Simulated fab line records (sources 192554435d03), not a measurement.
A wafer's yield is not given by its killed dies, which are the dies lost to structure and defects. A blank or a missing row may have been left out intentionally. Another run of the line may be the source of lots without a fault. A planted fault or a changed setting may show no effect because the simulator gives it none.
fab line records	flow n5Finfet
[record] lots = 4	wafers = 12	lastDay = 16
route steps=1938 shown DUMMY_GATE@224 SPACER0@258 SD_EPI_N@262 SD_EPI_P@329 PASSIVATION@1936
lots that met no fault: from a run of the same line without faults
startH: start of the lot's first displayed wafer, in hours after the record's first day	waitH: how many hours have passed since the lot's step before this one	" identical to the entry in the row above	L1.1+2: one row covering several wafers at once	- no value, or no start given	* or withheld: withheld	< > ~ a bound
route shown NAME@n: NAME is a module with steps in the file, n the number in the route of the first one	usual: the fault-free wafers' mean and standard deviation	same: alike in all rows	chamber/n: place in a boat	sites: each site's reading	_std_site: how widely they spread, as a standard deviation	_edge_site: outer sites' mean less inner sites'	radiusMm: for every site, how far away it sits from the centre of the wafer	mask NAME#n: copy n	behind: the tool/chamber that last shaped the wafer	hold: the reason the lot was held/the length of the hold in hours/how it ended	device: the transistor (n, p or np) that didn't switch	end of line: tests of these same wafers at the route's end	a step with no rows: only its recipe	killed: dies that structure and defects cost at the first sort, which is not the same as the wafer's yield	map: a wafer's dies, x killed, . not, _ none there
set.NAME: the setting as run; set.NAME@STEP: as run at that earlier step	model.NAME: the simulator's own value behind a step, which no gauge read
a table for each step, a row for each wafer; lots at some steps of the route
services: from which hour (startH, from the record's first day; less than 0 if before it) a tool's chamber was out of use, for how many hours, and why
[[steps]]
[step N5_DUMMY_GATE_COAT_28]
[recipe] resist = underlayer	tempC = 205	timeS = 60	spinRpm = 1500	resistThkNm = 10
[step N5_DUMMY_GATE_COAT_09]
[recipe] resist = CAR-EUV	spinRpm = 1500	resistThkNm = 30
[step N5_DUMMY_GATE_EBR_11]
[recipe] solvent = PGMEA	ebrWidthMm = 1.5
[step N5_DUMMY_GATE_SOFTBAKE_10]
[recipe] tempC = 110	timeS = 60	resist = CAR-EUV
[step N5_DUMMY_GATE_EXPOSE_12]
[recipe] maskId = GATE	na = 0.33	sourceShape = annular	sigmaInner = 0.2	sigmaOuter = 0.6	polarization = unpolarized	targetCdNm = 25	doseMj = 34
[step N5_DUMMY_GATE_PEB_13]
[recipe] pebTempC = 100	pebTimeS = 60	resist = CAR-EUV
[step N5_DUMMY_GATE_DEVELOP_14]
[recipe] developTimeS = 30	developer = TMAH	resist = CAR-EUV	rinseLiquid = surfactantRinse	dry = airSpin	devTempC = 23
[step N5_DUMMY_GATE_DESCUM_20]
[recipe] chemistry = O2	timeS = 6.2	sourcePowerW = 50	biasPowerW = 20	pressureMtorr = 20	rfFrequencyHz = 2.712e+07	tempC = 40	resist = CAR-EUV	o2FlowSccm = 225
[step N5_DUMMY_GATE_ETCH_29]
[recipe] chemistry = N2/H2	target = underlayer	targetDepthA = 130	ionEnergyEv = 200	pressureMtorr = 30	sourceW = 840	biasW = 150	n2FlowSccm = 200	h2FlowSccm = 200
[step N5_DUMMY_GATE_ETCH_36]
[recipe] chemistry = CF4	target = SiARC	targetDepthA = 130	pressureMtorr = 40	sourceW = 545	biasW = 36	Ar_flow_sccm = 100	cf4FlowSccm = 100	ionEnergyEv = 80
[usual] drypumpMotorCurrentA = 5.7/0.39	oesProductAu = 0.77/0.089	rfVppV = 184.3/1.2	showerheadPlenumPTorr = 2.16/0.066	throttleValvePct = 15.71/0.28
lot.wafer	tool	chamber	startH	waitH	drypumpMotorCurrentA	oesProductAu	rfHoursCounterH	rfVppV	showerheadPlenumPTorr	throttleValvePct
L672.3	rieDiel-02	0	70.79	0.0	6.0	0.75	156	185.4	2.15	15.72
L672.4	"	1	"	"	5.8	0.74	-	183.8	2.23	15.78
L672.5	"	2	"	"	5.7	0.72	-	185.1	2.13	16.03
L684.2	rieDiel-02	0	142.56	0.0	6.0	0.72	177	183.4	2.14	15.76
L684.3	"	1	"	"	5.9	0.73	169	184.2	2.22	15.85
L684.5	"	3	"	"	5.3	0.91	-	186.4	2.27	15.33
L686.2	rieDiel-05	2	153.30	0.0	5.8	0.96	10	184.4	2.09	15.19
L686.3	"	1	"	"	5.5	0.69	205	184.1	2.11	15.65
L686.6	"	0	"	"	6.4	0.72	-	184.3	2.21	15.89
L685.2	rieDiel-02	0	153.51	0.0	6.0	0.72	179	183.7	2.14	15.77
L685.5	"	3	"	"	5.4	0.90	-	186.9	2.27	15.33
L685.6	"	0	"	"	6.0	0.72	-	183.5	2.14	15.76
[step N5_DUMMY_GATE_ETCH_37]
[recipe] chemistry = N2/H2	target = SOC	targetDepthA = 600	overetchA = 300	tempC = 40	ionEnergyEv = 200	pressureMtorr = 30	sourceW = 840	biasW = 150	n2FlowSccm = 200	h2FlowSccm = 200
[step N5_DUMMY_GATE_STRIP_38]
[recipe] chemistry = N2/H2	tempC = 40	n2FlowSccm = 200	h2FlowSccm = 200	rfFrequencyHz = 6e+07
[step N5_DUMMY_GATE_STRIP_39]
[recipe] chemistry = N2/H2	tempC = 40	n2FlowSccm = 200	h2FlowSccm = 200	rfFrequencyHz = 6e+07
[step N5_DUMMY_GATE_TRIM_49]
[recipe] chemistry = O2	resist = SOC	timeS = 29	targetCdNm = 14	sourcePowerW = 300	biasPowerW = 0	O2_flow_sccm = 100	tempC = 20
[step N5_DUMMY_GATE_STRIP_40]
[recipe] chemistry = CF4	resist = SiARC	powerW = 300	biasPowerW = 75	pressureMtorr = 50	cf4FlowSccm = 150	rfFrequencyHz = 6e+07
[step N5_DUMMY_GATE_ETCH_31]
[recipe] chemistry = C4F6/O2	target = SiO2	maskMaterial = SOC	targetDepthA = 825	timeS = 27.5	ionEnergyEv = 250	pressureMtorr = 30	sourceW = 345	biasW = 185	Ar_flow_sccm = 300	C4F6_flow_sccm = 10	O2_flow_sccm = 10
[step N5_DUMMY_GATE_STRIP_41]
[recipe] chemistry = O2	powerW = 400	tempC = 40	pressureMtorr = 30	rfFrequencyHz = 6e+07	biasPowerW = 0	overashFraction = 0.3	o2FlowSccm = 225
[step N5_DUMMY_GATE_HM_OPEN_21]
[recipe] chemistry = CH3F/O2	target = SiNx	targetDepthA = 1200	Ar_flow_sccm = 150	CH3F_flow_sccm = 30	O2_flow_sccm = 23	timeS = 171.4	pressureMtorr = 30	sourceW = 395	biasW = 73	ionEnergyEv = 120.7
[step N5_DUMMY_GATE_ETCH_32]
[recipe] chemistry = CF4	target = SiO2	targetDepthA = 35	timeS = 3.9	ionEnergyEv = 350	pressureMtorr = 10	icpW = 800	biasW = 400	cf4FlowSccm = 80
[step N5_DUMMY_GATE_ETCH_23]
[recipe] chemistry = HBr/Cl2/O2	HBr_flow_sccm = 150	Cl2_flow_sccm = 80	O2_flow_sccm = 12	biasW = 102	targetDepthA = 410	timeS = 22.3	target = poly-Si	maskMaterial = SiO2	pressureMtorr = 10	icpW = 800
[step N5_DUMMY_GATE_ETCH_44]
[recipe] chemistry = HBr/O2	overEtchFrac = 0.7	targetDepthA = 1275	stopOn = SiO2	ionEnergyEv = 60	biasW = 20	target = poly-Si	maskMaterial = SiO2	pressureMtorr = 20	icpW = 400	HBr_flow_sccm = 120	O2_flow_sccm = 10
[step N5_DUMMY_GATE_ETCH_42]
[recipe] chemistry = CHF3/O2	target = SiO2	targetDepthA = 35	timeS = 31	ionEnergyEv = 30	biasW = 12	pressureMtorr = 30	sourceW = 600	Ar_flow_sccm = 200	CHF3_flow_sccm = 50	O2_flow_sccm = 5
[step N5_DUMMY_GATE_STRIP_48]
[recipe] chemistry = N2/H2	timeS = 20	powerW = 100	tempC = 40	pressureMtorr = 100	rfFrequencyHz = 6e+07	biasPowerW = 3	n2FlowSccm = 300	h2FlowSccm = 300
[step N5_DUMMY_GATE_PRECLEAN_33]
[recipe] chemistry = dHF	timeS = 10	dilution = 750:1	tempC = 25
[step N5_DUMMY_GATE_PRECLEAN_25]
[recipe] chemistry = O3/DIW	timeS = 45	tempC = 22	o3Ppm = 10
[step N5_DUMMY_GATE_PRECLEAN_51]
[recipe] chemistry = SC2	timeS = 45	tempC = 35	mix = 1:1:50
[step N5_DUMMY_GATE_SRD_26]
[recipe] dry = ipaMarangoni	timeS = 30	tempC = 23	rinseLiquid = diw
[step N5_DUMMY_GATE_UV_OZONE_45]
[recipe] timeS = 120	pressureTorr = 760	tempC = 25
[step N5_DUMMY_GATE_INSPECT_27]
[recipe] inspectInstrument = brightfield	mode = aei
[usual] rawDefectCount = 298/81
lot.wafer	tool	chamber	startH	waitH	rawDefectCount
L672.3	defectInspect-02	-	71.84	0.0	365
L672.4	"	-	"	"	219
L672.5	"	-	"	"	245
L684.2	defectInspect-02	-	143.87	0.0	827
L684.3	"	-	"	"	798
L684.5	"	-	"	"	817
L686.2	defectInspect-02	-	154.38	0.0	365
L686.3	"	-	"	"	376
L686.6	"	-	"	"	349
L685.2	defectInspect-02	-	154.66	0.0	890
L685.5	"	-	"	"	887
L685.6	"	-	"	"	866
[step N5_SPACER0_ALD_07]
[recipe] material = SiNx	targetThkA = 20	tempC = 400	aldPrecursorFamily = SiH2I2	aldCoReactant = N2/H2-plasma	pressureTorr = 2
[step N5_SPACER0_ALD_00]
[recipe] material = SiOCN	targetThkA = 35	tempC = 400	aldPrecursorFamily = alkyl-aminosilane	aldCoReactant = O2/N2-plasma	pulseTimeS = 3	purgeTimeS = 2	coReactantPurgeTimeS = 2	aldCycles = 58	pressureTorr = 2
[step N5_SPACER0_ALD_08]
[recipe] material = SiNx	targetThkA = 20	tempC = 400	aldPrecursorFamily = SiH2I2	aldCoReactant = N2/H2-plasma	pressureTorr = 2
[step N5_SPACER0_INSPECT_04]
[recipe] inspectInstrument = darkfield	mode = postDep
[usual] rawDefectCount = 137/33
lot.wafer	tool	chamber	startH	waitH	rawDefectCount
L672.3	defectInspect-01	-	72.44	0.1	159
L672.4	"	-	"	"	112
L672.5	"	-	"	"	125
L684.2	defectInspect-01	-	144.47	0.1	670
L684.3	"	-	"	"	621
L684.5	"	-	"	"	627
L686.2	defectInspect-01	-	154.98	0.1	191
L686.3	"	-	"	"	179
L686.6	"	-	"	"	158
L685.2	defectInspect-01	-	155.27	0.1	710
L685.5	"	-	"	"	654
L685.6	"	-	"	"	665
[step N5_SD_EPI_N_COAT_32]
[recipe] resist = SOC	tempC = 250	timeS = 60	spinRpm = 1500	resistThkNm = 350
[step N5_SD_EPI_N_COAT_33]
[recipe] resist = SiARC	tempC = 220	timeS = 60	spinRpm = 1500	resistThkNm = 35
[step N5_SD_EPI_N_COAT_03]
[recipe] resist = CAR-ArF-block	spinRpm = 1500	resistThkNm = 150
[step N5_SD_EPI_N_EBR_05]
[recipe] solvent = PGMEA	ebrWidthMm = 1.5
[step N5_SD_EPI_N_INSPECT_11]
[recipe] mode = adi	inspectInstrument = macro
[usual] rawDefectCount = 2.0/1.4
lot.wafer	tool	chamber	startH	waitH	rawDefectCount
L672.3	defectInspect-01	-	72.89	0.0	4
L672.4	"	-	"	"	5
L672.5	"	-	"	"	2
L684.2	defectInspect-01	-	144.93	0.0	>300
L684.3	"	-	"	"	>300
L684.5	"	-	"	"	>300
L686.2	defectInspect-01	-	155.44	0.0	3
L686.3	"	-	"	"	3
L686.6	"	-	"	"	3
L685.2	defectInspect-02	-	155.72	0.0	>300
L685.5	"	-	"	"	>300
L685.6	"	-	"	"	>300
[step N5_SD_EPI_N_INSPECT_26]
[recipe] inspectInstrument = darkfield	mode = postEpi
[usual] rawDefectCount = 205/40
lot.wafer	tool	chamber	startH	waitH	rawDefectCount
L672.3	defectInspect-01	-	77.61	0.1	272
L672.4	"	-	"	"	184
L672.5	"	-	"	"	189
L684.2	defectInspect-02	-	150.66	0.1	733
L684.3	"	-	"	"	706
L684.5	"	-	"	"	685
L686.2	defectInspect-02	-	159.47	0.1	274
L686.3	"	-	"	"	222
L686.6	"	-	"	"	227
L685.2	defectInspect-01	-	161.55	0.1	766
L685.5	"	-	"	"	738
L685.6	"	-	"	"	712
[step N5_SD_EPI_P_INSPECT_26]
[recipe] inspectInstrument = darkfield	mode = postEpi
[usual] rawDefectCount = 182/35
lot.wafer	tool	chamber	startH	waitH	rawDefectCount
L672.3	defectInspect-01	-	82.46	0.0	224
L672.4	"	-	"	"	170
L672.5	"	-	"	"	203
L684.2	defectInspect-02	-	156.85	0.0	709
L684.3	"	-	"	"	694
L684.5	"	-	"	"	658
L686.2	defectInspect-02	-	164.77	0.0	232
L686.3	"	-	"	"	221
L686.6	"	-	"	"	216
L685.2	defectInspect-01	-	168.20	0.0	737
L685.5	"	-	"	"	680
L685.6	"	-	"	"	724
[step N5_PASSIVATION_PROBE_49]
[usual] killed_at_M0_to_M3 = 33/11	killed_at_M4_up = 13/5.2	killedAtContacts = 11/5.7	killedAtFrontEnd = 39/11	killedAtOther = 4/3	killedDies = 101/20	killedOpen = 66/15	killedShort = 33/8.4
[same] grossDies = 1180	killedAtBackSide = 0
lot.wafer	tool	chamber	startH	waitH	killed_at_M0_to_M3	killed_at_M4_up	killedAtContacts	killedAtFrontEnd	killedAtOther	killedDies	killedOpen	killedShort
L686.2	prober-01	-	378.59	0.1	31	12	11	35	2	91	62	29
L686.3	prober-01	-	378.64	0.1	22	18	9	33	2	84	51	32
L686.6	prober-01	-	378.79	0.3	32	11	12	49	2	106	62	35
L685.2	prober-02	-	382.07	0.1	53	13	5	149	1	221	70	43
L685.5	prober-02	-	382.22	0.2	29	8	4	180	8	229	50	49
L685.6	prober-02	-	382.27	0.3	42	8	7	143	0	200	57	31
L684.2	prober-02	-	385.98	0.1	12	15	13	142	6	188	48	29
L684.3	prober-02	-	386.03	0.1	23	15	7	155	7	207	50	38
L684.5	prober-02	-	386.13	0.2	27	12	15	152	8	214	74	24
// killed by level:class
L686.2 FIN_SAQP:geometricParticle:short=11 BEOL_M2:geometricParticle:open=11 FIN_SAQP:geometricParticle:open=9 BEOL_M0_SAQP:geometricParticle:open=7 STI_FIN_REVEAL:geometricParticle:open=6 MOL_CONTACT_COAG:geometricParticle:open=6 MOL_CONTACT_COAG:geometricParticle:short=5 BEOL_M1:geometricParticle:open=5
L686.3 FIN_SAQP:geometricParticle:short=9 FIN_SAQP:geometricParticle:open=9 BEOL_M2:geometricParticle:open=8 MOL_CONTACT_COAG:geometricParticle:open=7 BEOL_M4:geometricParticle:open=7 GATE_CUT:geometricParticle:short=4 BEOL_M0_SAQP:geometricParticle:open=4 BEOL_M0_SAQP:geometricParticle:short=3
L686.6 STI_FIN_REVEAL:geometricParticle:open=12 MOL_CONTACT_COAG:geometricParticle:open=10 HKMG_FIN:areaEtch=9 FIN_SAQP:geometricParticle:short=8 BEOL_M0_SAQP:geometricParticle:short=7 BEOL_M3:geometricParticle:open=6 BEOL_M0_SAQP:geometricParticle:open=6 FIN_SAQP:geometricParticle:open=5
L685.2 DUMMY_GATE:unspecified=108 BEOL_M0_SAQP:geometricParticle:short=20 BEOL_M0_SAQP:geometricParticle:open=12 FIN_SAQP:geometricParticle:open=11 FIN_SAQP:geometricParticle:short=8 BEOL_M0:geometricParticle:open=7 BEOL_M2:geometricParticle:open=7 GATE_CUT:geometricParticle:short=6
L685.5 DUMMY_GATE:unspecified=121 FIN_SAQP:geometricParticle:open=16 FIN_SAQP:geometricParticle:short=14 BEOL_M0_SAQP:geometricParticle:short=11 HKMG_FIN:areaEtch=8 BEOL_M0_SAQP:geometricParticle:open=6 GATE_CUT:geometricParticle:open=4 GATE_CUT:geometricParticle:short=4
L685.6 DUMMY_GATE:unspecified=111 BEOL_M0_SAQP:geometricParticle:open=15 BEOL_M0_SAQP:geometricParticle:short=11 FIN_SAQP:geometricParticle:short=8 BEOL_M2:geometricParticle:open=6 FIN_SAQP:geometricParticle:open=5 MOL_CONTACT_COAG:geometricParticle:open=5 BEOL_M3:geometricParticle:open=5
L684.2 DUMMY_GATE:unspecified=111 MOL_CONTACT_COAG:geometricParticle:open=10 STI_FIN_REVEAL:geometricParticle:open=9 FIN_SAQP:geometricParticle:short=7 FIN_SAQP:geometricParticle:open=5 BEOL_M5:geometricParticle:open=5 BEOL_M4:geometricParticle:short=4 GATE_CUT:geometricParticle:short=3
L684.3 DUMMY_GATE:unspecified=118 FIN_SAQP:geometricParticle:short=15 BEOL_M0_SAQP:geometricParticle:short=8 FIN_SAQP:geometricParticle:open=7 BEOL_M0_SAQP:geometricParticle:open=5 BEOL_M5:geometricParticle:open=5 MOL_CONTACT_COAG:geometricParticle:open=4 BEOL_M4:geometricParticle:open=4
L684.5 DUMMY_GATE:unspecified=116 MOL_CONTACT_COAG:geometricParticle:open=15 FIN_SAQP:geometricParticle:open=8 STI_FIN_REVEAL:geometricParticle:open=7 BEOL_M3:geometricParticle:open=6 BEOL_M4:geometricParticle:open=6 BEOL_M0_SAQP:geometricParticle:open=5 BEOL_M0_SAQP:geometricParticle:short=5
// map L684.5 (x killed, . not)
_________________........x..x________________
______________.......x.........._____________
___________.xx.....x..x......x..x..__________
__________........x................._________
________.....x.............x.........._______
_______......x.x..............x....x...______
______............................xx...._____
_____.x.......x.x..x...x............xx...____
____..........x........x.....x.........xx.___
___..........xx....x...............x.......__
___..........x.......x......x............x.__
__..................x...........x..........._
__...........xx.......xx...................._
_x.............x.....x........xx.....x.......
_......x.......x.............................
_..............x..........x..................
_......x.x........x..x..x....................
_....................................x.......
_...x.x...............x..x...x..x............
_........xx...........x..x.............x.....
_.......................x.............x......
__.x...x...xx...xx...xxxx.....x............._
__.............xxxxxxxxxxx.................._
___...........x.x.xxxxxxxxx.....x......x...__
___............xxxxxxxxxxxxx....x..........__
____.x..........xxxxxxxxxxxxx..........x.x___
_____.........x.xxxxxxxxxxxxx.......x....____
______.x..x...x.xxxxxxxxxxxx.x.......x.._____
_______.......x.xxxxxxxxxxxx.....x.....______
________.........xxxxxxxxx...xx......._______
__________......x..xx.x.xx..x......._________
___________.......x.xxx.xxx........__________
______________x..x...x....x....x_____________
_________________............________________
// map L685.5 (x killed, . not)
_________________............________________
______________.x......x........x_____________
___________...........xx.....x.x...__________
__________.....xx...........x......._________
________....x....x...x....x...x......._______
_______...........x.x..........x.......______
______.....xx............x.............._____
_____.......x.......x...x.x.....x...x..x.____
____............................x.........___
___.....xx.....x...x............x..........__
___.............x.....................x....__
__.......x...x..x........................x.._
__......x.............x..x....x...x...x....._
_...............x................xx..........
_...x.................................xxx....
_....x......x........x..x............xx...x..
_......x....x............x...x...............
_x...............xx.........x....xx..........
_x.................x.x.x..........x..........
_.......x.x.x.......x........................
_.x.............x.x..x.xx....x...............
__x..........xxx.xxxxxxx...................._
__....x........xx.xxxxx.xx.......x.........._
___.............xxxxxxxxxxxxx...x..x.......__
___x........x...xxxxxxxxxxx.x..............__
____.........x.xxxxxxxxxxxx.x........x....___
_____.......x..xxxxxxxxxxxxx.x...x...x...____
______.........xxxxxxxxxxxx.x......x.x.._____
_______..x...xxxxxxxxxxxxx......x......______
________..x...x...xxxxxxxxxx.........._______
__________......xxxx.xxx..x........._________
___________..x.....xxxx.x..x.x.....__________
______________x..........x......_____________
_________________............________________
[[services]]
tool	chamber	startH	hours	kind
rieDiel-02	3	54.77	-	clean
rieDiel-02	3	54.77	-	consumableReplace:focusRing
rieDiel-02	3	54.77	-	consumableReplace:showerhead
rieDiel-02	3	54.77	21.4	scheduledDown
rieDiel-02	3	54.77	21.4	ventCycle
rieDiel-05	1	68.25	16.4	repair
rieDiel-05	-	69.73	15.6	pm
rieDiel-05	2	111.34	-	clean
rieDiel-05	2	111.34	-	consumableReplace:focusRing
rieDiel-05	2	111.34	15.7	scheduledDown
rieDiel-05	2	111.34	15.7	ventCycle
rieDiel-02	0	137.14	1.7	repair
rieDiel-05	0	139.20	12.1	repair
[[key]]
[firstSign] step = N5_DUMMY_GATE_INSPECT_27	reading = rawDefectCount	direction = up	sigmas = 6.8	usual = 298	struck = 848
[effect] step = N5_SPACER0_INSPECT_04	reading = rawDefectCount	direction = up	sigmas = 16	usual = 137	struck = 658
[effect] step = N5_SD_EPI_N_INSPECT_11	reading = rawDefectCount	direction = up	sigmas = 99+	usual = 2.0	struck = >300
[effect] step = N5_SD_EPI_N_INSPECT_26	reading = rawDefectCount	direction = up	sigmas = 13	usual = 205	struck = 723
[effect] step = N5_SD_EPI_P_INSPECT_26	reading = rawDefectCount	direction = up	sigmas = 15	usual = 182	struck = 700
[effect] step = N5_PASSIVATION_PROBE_49	reading = killedAtFrontEnd	direction = up	sigmas = 10	usual = 39	struck = 154
[moreKillsBornAt] N5_DUMMY_GATE_ETCH_36@rieDiel-02 = 685
metAt N5_DUMMY_GATE_ETCH_36
struckWafers L684.2,L684.3,L684.5,L685.2,L685.5,L685.6
testerLeftOut L684,L685
onsetBetween 70.79 142.56
[fault] kind = chamberParticleSource	tool = rieDiel-02	chamber = -	onsetH = 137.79	steps = N5_DUMMY_GATE_ETCH_36	ratePerVisitCm2 = 0.79952	endH = 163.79
// testerLeftOut: of these lots the tester's yield and bins aren't shown, on N5 and GAA mostly nor the transistor test; their killed dies are dies lost to structure and defects alone, not to doping, threshold or leakage, so they don't give the yield
